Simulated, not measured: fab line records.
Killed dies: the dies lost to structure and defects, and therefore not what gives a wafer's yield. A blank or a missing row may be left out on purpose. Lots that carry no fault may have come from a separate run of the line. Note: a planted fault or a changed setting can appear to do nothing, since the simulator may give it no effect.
Struck lot and sound lot, side by side + flow n5_finfet + 35 out of 1938 route steps
Sound: wafers L163.1, L163.2, L163.5. Wafers struck: L168.3, L168.5, L168.6. The cause is named last.
At each step with rows: each side's tool, then ch and its chambers, then its first start. Under that, the readings that differ: sound wafers + struck wafers + difference of the means + sigmas: that difference in standard deviations of wafers without a fault.
alike: same words and numbers on both sides, and readings whose means sit less than 2 such deviations apart. not compared: any withheld reading, any reading some wafer has no value for, any bound like >300 that may hide the same value, and any number with overlapping values for which the record gives no deviation.
The two part at a step that has a row with sigmas, a row that says differs or no value, or rows on one side only. When numbers do not overlap yet have no deviation, they are printed without sigmas and do not part them. Lack of a reading on every wafer of one side parts them only where that side has two or more wafers.

first, 10 steps without rows for these wafers: N5_BEOL_M5_ILD_DEP_00 (deposits SiCOH lowk from DEMS/porogen, target thk 140.64 nm, time 25.9 s); N5_BEOL_M5_CURE_79 (cures SiCOH lowk, time 240 s); N5_BEOL_M5_PECVD_70 (deposits SiO2 from TEOS/O2, target thk 16 nm, time 18 s); N5_BEOL_M5_HM_DEP_02 (deposits TiN, target thk 20 nm); N5_BEOL_M5_COAT_59 (time 60 s, resist thk 60 nm); N5_BEOL_M5_COAT_60 (time 60 s, resist thk 12 nm); N5_BEOL_M5_COAT_71 (time 60 s, resist thk 5 nm); N5_BEOL_M5_COAT_05 (resist thk 30 nm); N5_BEOL_M5_EBR_07; N5_BEOL_M5_SOFTBAKE_06 (time 60 s).
N5_BEOL_M5_EXPOSE_08: exposes mask M5, target cd 28 nm.
  sound on euv_scanner-01 ch 0, day 8 01:23; struck on euv_scanner-01 ch 0, day 9 19:37
| reading              | sound             | struck            | difference | sigmas |
|----------------------|-------------------|-------------------|------------|--------|
| exposure_dose_mJ_cm2 | 35.71 35.72 35.66 | 36.20 36.17 36.14 | +0.47      | +10    |
  alike: mask
then, 2 steps without rows for these wafers: N5_BEOL_M5_PEB_09 (peb time 60 s); N5_BEOL_M5_DEVELOP_10 (develop time 30 s).
N5_BEOL_M5_DESCUM_16: chemistry O2, time 7 s.
  sound on rie_diel-04 ch 1,3, day 8 01:39; struck on rie_diel-05 ch 1,2, day 9 19:52
  alike: drypump_motor_current_A, o2_flow_sccm, oes_product_au, rf_vpp_V, showerhead_plenum_p_Torr, throttle_valve_pct
  not compared: rf_hours_counter_h, model.BEOL_M5.cd_nm
then, 19 steps without rows for these wafers: N5_BEOL_M5_ETCH_72 (etches underlayer in N2/H2, target depth 6.5 nm, time 5.2 s); N5_BEOL_M5_ETCH_61 (etches SiARC in CF4, target depth 15.6 nm, time 26 s); N5_BEOL_M5_ETCH_62 (etches SOC in N2/H2, target depth 75 nm, overetch 15 nm, time 112.5 s); N5_BEOL_M5_STRIP_63 (strips in N2/H2); N5_BEOL_M5_STRIP_73 (strips in N2/H2); N5_BEOL_M5_STRIP_64 (strips in CF4); N5_BEOL_M5_HM_OPEN_17 (chemistry Cl2/BCl3, target TiN, target depth 20 nm, overetch 6 nm); N5_BEOL_M5_STRIP_19 (strips in O2); N5_BEOL_M5_COAT_65 (time 60 s, resist thk 60 nm); N5_BEOL_M5_COAT_66 (time 60 s, resist thk 12 nm); N5_BEOL_M5_COAT_74 (time 60 s, resist thk 5 nm); N5_BEOL_M5_COAT_22 (resist thk 30 nm); N5_BEOL_M5_EBR_24; N5_BEOL_M5_SOFTBAKE_23 (time 60 s); N5_BEOL_M5_EXPOSE_25 (exposes mask V4, defocus 10 nm); N5_BEOL_M5_PEB_26 (peb time 60 s); N5_BEOL_M5_DEVELOP_27 (develop time 30 s); N5_BEOL_M5_DESCUM_33 (chemistry O2, time 7 s); N5_BEOL_M5_ETCH_75 (etches underlayer in N2/H2, target depth 6.5 nm, time 5.2 s).
N5_BEOL_M5_ETCH_41: etches SiCN in CH3F/O2, target depth 31.5 nm, time 56.7 s.
  sound: rie_diel-02 ch 0,3; struck: rie_diel-02 ch 0,3
  alike: drypump_motor_current_A, oes_product_au, rf_vpp_V, showerhead_plenum_p_Torr, throttle_valve_pct
  not compared: rf_hours_counter_h, model.BEOL_M5.cd_nm
-- record jumps: 4 days separate the struck wafers' starts on either side; left off in module BEOL_M5, taken up again in module PASSIVATION, whose first shown step is the route's number 1936 --
N5_PASSIVATION_PROBE_49:
  sound on prober-01, day 12 02:26; struck on prober-02, day 14 01:17
  alike: defect_limited_yield, killed_at_M0_to_M3, killed_at_M4_up, killed_at_contacts, killed_at_front_end, killed_at_other, killed_dies, killed_open, killed_short, sort_bin_5_function, sort_bin_6_memory, sort_n_pass, sort_yield_pct

== WHERE THEY PART ==
N5_BEOL_M5_EXPOSE_08 only, going by this record. Later steps at which nothing parts them and some readings are alike: N5_BEOL_M5_DESCUM_16, N5_BEOL_M5_ETCH_41, N5_PASSIVATION_PROBE_49.

WHY: whatever the simulator had introduced
Process parameters drifting: euv_scanner-01 at N5_BEOL_M5_EXPOSE_08, beginning at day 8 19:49. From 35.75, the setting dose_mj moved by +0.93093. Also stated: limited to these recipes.
